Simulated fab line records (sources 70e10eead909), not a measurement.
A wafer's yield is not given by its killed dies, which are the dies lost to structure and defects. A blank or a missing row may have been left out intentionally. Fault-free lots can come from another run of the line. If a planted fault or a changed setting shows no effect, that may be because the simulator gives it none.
Which tool did it? ; flow nand_harc ; Sampling: 6 lots, 18 wafers, 4 of 1159 route steps

## WHAT EACH GAUGE READ, for each wafer
NHARC_P_GATE_CD_MEAS_91 targets a cd of 2000 nm.
lot;measured;on;cd_nm (nm)
L876;day 6 00:55;cd_sem-01;2002.1 1999.1 1997.8
L878;day 6 13:53;cd_sem-02;2001.3 1999.5 2000.7
L886;day 8 11:25;cd_sem-01;1999.2 2000.0 1999.5
L889;day 9 08:40;cd_sem-02;2002.8 2001.8 2001.3
L893;day 10 07:32;cd_sem-02;1998.5 1997.8 1998.4
L896;day 11 07:07;cd_sem-03;2000.3 1997.8 2003.7

## WHAT TOOL EACH LOT RAN ON (gives the tool, then ch and the chambers of the sampled wafers, and finally the start)
lot;NHARC_P_GATE_DESCUM_61;NHARC_P_GATE_STRIP_112;NHARC_P_GATE_EXPOSE_88
L876;rie_diel-13 ch 0,2,3, day 5 23:14;plasma_asher-02 ch 0,1, day 5 23:46;krf_scanner-04 ch 0, day 6 00:46
L878;rie_diel-04 ch 1,2,3, day 6 12:29;plasma_asher-01 ch 0,1, day 6 12:49;krf_scanner-03 ch 0, day 6 13:43
L886;rie_diel-04 ch 0,3, day 8 09:51;plasma_asher-01 ch 0,1, day 8 10:14;krf_scanner-04 ch 0, day 8 11:15
L889;rie_diel-13 ch 1,2,3, day 9 07:16;plasma_asher-01 ch 0,1, day 9 07:37;krf_scanner-04 ch 0, day 9 08:31
L893;rie_diel-04 ch 1,3, day 10 05:52;plasma_asher-02 ch 0,1, day 10 06:26;krf_scanner-04 ch 0, day 10 07:23
L896;rie_diel-04 ch 0,3, day 11 05:35;plasma_asher-01 ch 0,1, day 11 05:59;krf_scanner-02 ch 0, day 11 06:58
- NHARC_P_GATE_DESCUM_61: chemistry O2, time 3 s.
- NHARC_P_GATE_STRIP_112: strips in N2/H2, time 200 s.
- NHARC_P_GATE_EXPOSE_88: exposes mask P HVN, target cd 2000 nm.

## THE ANSWER, worked out from the rows above alone
Rule: what is usual is taken from the lots themselves. The widest of any qualifying gaps counts: lots, ordered by their means at a reading, are off when they make up no more than a third of the lots, leave a main group of 4 or more, and stand apart from it by 3 or more times the standard deviation of that group's means. If all means in a main group match to the digits the tables above print for the reading, that group is not used. Also off: a lot with no number at a reading for which 4 or more lots have one. Where the step has rows for the other lots, those lots are counted as sound.
None of the lots is off at any reading shown; this tells nothing.

## WHAT WAS PUT IN BY THE SIMULATOR
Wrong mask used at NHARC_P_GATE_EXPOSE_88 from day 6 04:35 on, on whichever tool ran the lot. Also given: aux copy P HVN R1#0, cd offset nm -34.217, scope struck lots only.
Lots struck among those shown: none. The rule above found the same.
